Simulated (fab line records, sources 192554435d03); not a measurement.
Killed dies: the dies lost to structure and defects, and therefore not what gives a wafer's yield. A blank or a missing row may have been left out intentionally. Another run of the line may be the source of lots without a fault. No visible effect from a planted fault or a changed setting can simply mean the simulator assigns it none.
What tool caused it? | flow n5Finfet | 24 wafers from 8 lots sampled at 7 of the route's 1938 steps

== WHAT EACH GAUGE READ, for each wafer ==
N5_SDB_INSPECT_13: inspects for defects (brightfield). Usual: rawDefectCount at 78, with a standard deviation of 37.
lot  | measured    | on               | rawDefectCount | flag
L719 | day 4 11:14 | defectInspect-02 | 227 73 86      | 
L723 | day 5 13:54 | defectInspect-02 | 57 34 57       | 
L724 | day 5 22:53 | defectInspect-02 | 75 88 56       | 
L726 | day 6 12:43 | defectInspect-02 | 66 45 61       | 
L727 | day 6 19:49 | defectInspect-01 | 56 45 51       | 
L736 | day 8 17:04 | defectInspect-01 | 56 90 60       | 
L737 | day 9 05:47 | defectInspect-01 | 134 120 83     | 
L738 | day 9 06:07 | defectInspect-02 | 66 59 89       | 

N5_SDB_INSPECT_36: inspects for defects (darkfield). Usual: rawDefectCount at 38, with a standard deviation of 18.
lot  | measured    | on               | rawDefectCount | flag
L719 | day 4 15:07 | defectInspect-01 | 66 64 94       | 
L723 | day 5 17:49 | defectInspect-01 | 31 14 36       | 
L724 | day 6 03:11 | defectInspect-01 | 19 23 20       | 
L726 | day 6 16:44 | defectInspect-01 | 464 500 437    | OFF
L727 | day 6 23:50 | defectInspect-01 | 477 476 511    | OFF
L736 | day 8 21:59 | defectInspect-01 | 15 36 40       | 
L737 | day 9 09:40 | defectInspect-01 | 52 17 36       | 
L738 | day 9 10:01 | defectInspect-01 | 19 22 44       | 

N5_DUMMY_REMOVAL_INSPECT_06: inspects for defects (brightfield). Usual: rawDefectCount at 11, with a standard deviation of 5.6.
lot  | measured    | on               | rawDefectCount | flag
L719 | day 4 15:21 | defectInspect-02 | 9 6 7          | 
L723 | day 5 18:02 | defectInspect-01 | 10 5 5         | 
L724 | day 6 03:25 | defectInspect-01 | 5 20 9         | 
L726 | day 6 17:08 | defectInspect-01 | 443 462 413    | OFF
L727 | day 7 00:18 | defectInspect-02 | 426 456 442    | OFF
L736 | day 8 22:13 | defectInspect-02 | 3 14 13        | 
L737 | day 9 10:04 | defectInspect-01 | 15 9 11        | 
L738 | day 9 10:24 | defectInspect-01 | 9 18 25        | 

N5_BEOL_M4_RC_MEAS_101. Usual: DIBL_N 35.9 mV/V, standard deviation 1.4; DIBL_P 35.9 mV/V, standard deviation 1.7; IOFF_N 0.155 nA/um, standard deviation 0.023; IOFF_P 0.201 nA/um, standard deviation 0.029; ION_N 672 uA/um, standard deviation 8.8; ION_P 460 uA/um, standard deviation 7; SS_N 71.6 mV/dec, standard deviation 0.48; SS_P 73.1 mV/dec, standard deviation 0.64; VT_N 250.0 mV, standard deviation 3; VT_P -251.6 mV, standard deviation 3.
lot  | measured     | on        | DIBL_N (mV/V)  | DIBL_P (mV/V)  | IOFF_N (nA/um)    | IOFF_P (nA/um)    | ION_N (uA/um) | ION_P (uA/um) | SS_N (mV/dec)  | SS_P (mV/dec)  | VT_N (mV)         | VT_P (mV)            | flag
L719 | day 9 02:19  | prober-02 | 36.2 37.7 35.9 | 35.5 36.6 35.5 | 0.143 0.163 0.145 | 0.188 0.202 0.190 | 669 666 674   | 458 456 462   | 71.7 72.1 71.3 | 72.4 73.5 72.6 | 251.5 251.0 250.1 | -255.1 -252.9 -252.0 | 
L723 | day 10 00:45 | prober-02 | 33.8 35.1 34.4 | 33.6 34.5 34.1 | 0.126 0.141 0.131 | 0.147 0.155 0.148 | 669 669 665   | 453 443 448   | 70.9 71.8 70.8 | 72.7 72.7 72.1 | 251.1 251.5 252.5 | -256.9 -256.8 -256.1 | 
L724 | day 10 08:11 | prober-01 | 37.8 38.1 36.6 | 38.9 38.7 35.8 | 0.193 0.199 0.166 | 0.216 0.217 0.174 | 688 687 660   | 460 466 446   | 71.6 71.6 71.7 | 74.2 74.5 72.2 | 244.7 247.1 249.3 | -251.0 -250.6 -253.7 | 
L726 | day 11 03:59 | prober-01 | 34.5 37.0 35.2 | 35.1 37.8 35.1 | 0.126 0.169 0.134 | 0.184 0.221 0.179 | 654 685 661   | 457 474 460   | 71.1 71.7 70.8 | 72.0 73.6 72.5 | 255.7 249.0 250.9 | -250.0 -250.5 -252.3 | 
L727 | day 11 08:32 | prober-01 | 33.6 34.7 33.2 | 36.2 37.1 35.7 | 0.151 0.157 0.140 | 0.208 0.220 0.197 | 674 673 665   | 467 465 463   | 71.8 71.6 71.6 | 72.9 74.4 73.1 | 248.0 249.8 250.3 | -249.2 -249.0 -251.5 | 
L736 | day 12 22:28 | prober-02 | 39.1 38.5 37.6 | 39.8 39.4 38.0 | 0.211 0.195 0.187 | 0.260 0.250 0.231 | 682 685 686   | 462 464 469   | 72.3 72.4 71.8 | 74.4 73.7 73.0 | 243.3 248.6 243.6 | -250.6 -249.5 -249.3 | 
L737 | day 13 16:23 | prober-01 | 35.4 36.3 37.0 | 36.7 38.7 39.4 | 0.188 0.205 0.231 | 0.220 0.250 0.267 | 688 680 676   | 469 465 462   | 71.3 71.7 72.3 | 73.3 73.7 74.4 | 243.8 244.3 243.5 | -248.9 -249.2 -249.4 | 
L738 | day 13 18:04 | prober-01 | 35.9 37.2 34.9 | 35.7 35.9 34.2 | 0.155 0.157 0.132 | 0.183 0.196 0.171 | 679 670 666   | 461 454 451   | 71.4 71.7 70.5 | 72.8 73.5 73.4 | 248.4 250.7 252.3 | -253.1 -252.3 -254.2 | 

== TOOL THAT RAN EACH LOT (tool first, then ch and the chambers of the sampled wafers, then the start) ==
lot  | N5_SDB_DESCUM_16                 | N5_SDB_ETCH_25                   | N5_SDB_CMP_30
L719 | rieDiel-02 ch 1,2, day 4 11:17   | rieDiel-06 ch 0,1,3, day 4 11:48 | cmp-04 ch 0,1,3, day 4 14:50
L723 | rieDiel-02 ch 0,2,3, day 5 13:56 | rieDiel-06 ch 0,1,3, day 5 14:29 | cmp-03 ch 0,3, day 5 17:29
L724 | rieDiel-06 ch 0,1,2, day 5 23:17 | rieDiel-05 ch 0,1, day 5 23:52   | cmp-04 ch 0,2,3, day 6 02:56
L726 | rieDiel-05 ch 0,3, day 6 12:45   | rieDiel-05 ch 0,1,3, day 6 13:21 | cmp-04 ch 1,2, day 6 16:26
L727 | rieDiel-06 ch 0,1,3, day 6 19:51 | rieDiel-02 ch 0,1,2, day 6 20:29 | cmp-04 ch 1,3, day 6 23:31
L736 | rieDiel-05 ch 1,2,3, day 8 17:06 | rieDiel-02 ch 0,1,3, day 8 17:38 | cmp-03 ch 0,1,3, day 8 21:40
L737 | rieDiel-02 ch 0,2,3, day 9 05:49 | rieDiel-02 ch 0,2,3, day 9 06:21 | cmp-03 ch 0,1,3, day 9 09:23
L738 | rieDiel-05 ch 1,2,3, day 9 06:10 | rieDiel-06 ch 0,3, day 9 06:41   | cmp-01 ch 0,1,3, day 9 09:42
- N5_SDB_DESCUM_16: chemistry O2, time 7.9 s.
- N5_SDB_ETCH_25: etches SiO2 in C4F6/O2, target depth 10 nm, time 3.3 s.
- N5_SDB_CMP_30: polishes, stops on poly-Si, t overpolish 1.54 s, target thk 30 nm.

== AS READ BY THE TOOLS THEMSELVES (means over the sampled wafers that have a number; for cases with no such wafer, the mark the record gives instead) ==
N5_SDB_DESCUM_16. Usual: biasPowerW 20.01 W, standard deviation 0.066; drypumpMotorCurrentA 5.7 A, standard deviation 0.48; oesProductAu 0.78 a.u., standard deviation 0.092; rfVppV 243.4 V, standard deviation 1.5; showerheadPlenumPTorr 2.11 Torr, standard deviation 0.082; throttleValvePct 20.44 %, standard deviation 0.29.
lot  | tool       | biasPowerW (W) | drypumpMotorCurrentA (A) | oesProductAu (a.u.) | rfVppV (V) | showerheadPlenumPTorr (Torr) | throttleValvePct (%) | flag
L719 | rieDiel-02 | 19.99          | 6.3                      | 0.81                | 245.8      | 2.21                         | 20.23                | 
L723 | rieDiel-02 | 19.99          | 6.0                      | 0.74                | 243.2      | 2.12                         | 20.32                | 
L724 | rieDiel-06 | 20.08          | 5.6                      | 0.70                | 242.2      | 2.02                         | 20.86                | 
L726 | rieDiel-05 | 20.07          | 5.2                      | 0.79                | 243.3      | 2.12                         | 20.23                | 
L727 | rieDiel-06 | 19.99          | 5.8                      | 0.76                | 243.1      | 2.09                         | 20.65                | 
L736 | rieDiel-05 | 19.95          | 5.2                      | 0.81                | 244.8      | 2.17                         | 20.46                | 
L737 | rieDiel-02 | 19.97          | 6.0                      | 0.71                | 243.0      | 2.10                         | 20.38                | 
L738 | rieDiel-05 | 20.02          | 5.2                      | 0.80                | 244.2      | 2.17                         | 20.45                | 

N5_SDB_ETCH_25. Usual: drypumpMotorCurrentA 5.8 A, standard deviation 0.51; oes_f_703_au 0.78 a.u., standard deviation 0.091; oesProductAu 0.78 a.u., standard deviation 0.095; rfVppV 671 V, standard deviation 6.8; showerheadPlenumPTorr 2.87 Torr, standard deviation 0.1; throttleValvePct 21.13 %, standard deviation 0.26.
lot  | tool       | drypumpMotorCurrentA (A) | oes_f_703_au (a.u.) | oesProductAu (a.u.) | rfVppV (V) | showerheadPlenumPTorr (Torr) | throttleValvePct (%) | flag
L719 | rieDiel-06 | 5.8                      | 0.78                | 0.78                | 666        | 2.85                         | 21.37                | 
L723 | rieDiel-06 | 5.8                      | 0.77                | 0.77                | 665        | 2.85                         | 21.38                | 
L724 | rieDiel-05 | 5.4                      | 0.89                | 0.90                | 675        | 2.86                         | 21.15                | 
L726 | rieDiel-05 | 5.3                      | 0.84                | 0.84                | 673        | 2.87                         | 21.09                | 
L727 | rieDiel-02 | 6.3                      | 0.78                | 0.78                | 673        | 2.92                         | 20.93                | 
L736 | rieDiel-02 | 6.2                      | 0.75                | 0.73                | 671        | 2.87                         | 20.97                | 
L737 | rieDiel-02 | 6.0                      | 0.71                | 0.72                | 674        | 2.85                         | 21.07                | 
L738 | rieDiel-06 | 5.8                      | 0.74                | 0.74                | 662        | 2.87                         | 21.36                | 

N5_SDB_CMP_30. Usual: motorCurrentA 12.3 A, standard deviation 1; overpolishRunS 1.540 s, standard deviation 0.0097; retainingRingPressureFrac 1.000, standard deviation 0.0047; timeToEndpointS 18.2 s, standard deviation 2.6.
lot  | tool   | motorCurrentA (A) | overpolishRunS (s) | retainingRingPressureFrac | timeToEndpointS (s) | flag
L719 | cmp-04 | 12.3              | 1.528              | 0.996                     | 20.2                | 
L723 | cmp-03 | 14.0              | 1.539              | 1.000                     | 17.1                | 
L724 | cmp-04 | 12.4              | 1.542              | 1.000                     | 19.9                | 
L726 | cmp-04 | 12.9              | 1.539              | 1.000                     | 20.3                | 
L727 | cmp-04 | 12.4              | 1.545              | 1.002                     | 18.7                | 
L736 | cmp-03 | 12.8              | 1.554              | 1.003                     | 23.2                | 
L737 | cmp-03 | 12.9              | 1.543              | 1.002                     | 20.9                | 
L738 | cmp-01 | 11.9              | 1.542              | 1.000                     | 14.6                | 

== THE ANSWER, worked out from the rows above alone ==
Rule: a lot counts as off when the mean over its wafers that have a number is more than 3 standard deviations away from the usual mean. Also off: a lot with no number at a reading for which 4 or more lots have one. All remaining lots with rows at the step are treated as sound. After the gauges, taken in route order, come the tools' own readings; for these a lot's mean is taken, as printed above. The first step at which some lot is off is used, and at that step the reading that is off furthest; a lot without a number counts as furthest.
Off: L726, L727, at N5_SDB_INSPECT_36 (rawDefectCount).
If a tool, at a process step before that reading, ran all the lots that are off and no sound lot after the first of them, it fits. The gauges at N5_SDB_INSPECT_36 are tried like those tools. One candidate fits, namely cmp-04 at N5_SDB_CMP_30. A fault onset in the window from L724 (day 6 02:56, its last sound lot) to L726 (day 6 16:26, its first lot off) fits.

== WHAT WAS PUT IN BY THE SIMULATOR ==
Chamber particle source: cmp-04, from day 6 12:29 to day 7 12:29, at N5_SDB_CMP_30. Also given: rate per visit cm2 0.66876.
Lots struck among those shown: L726, L727. This agrees with what the rule above found.
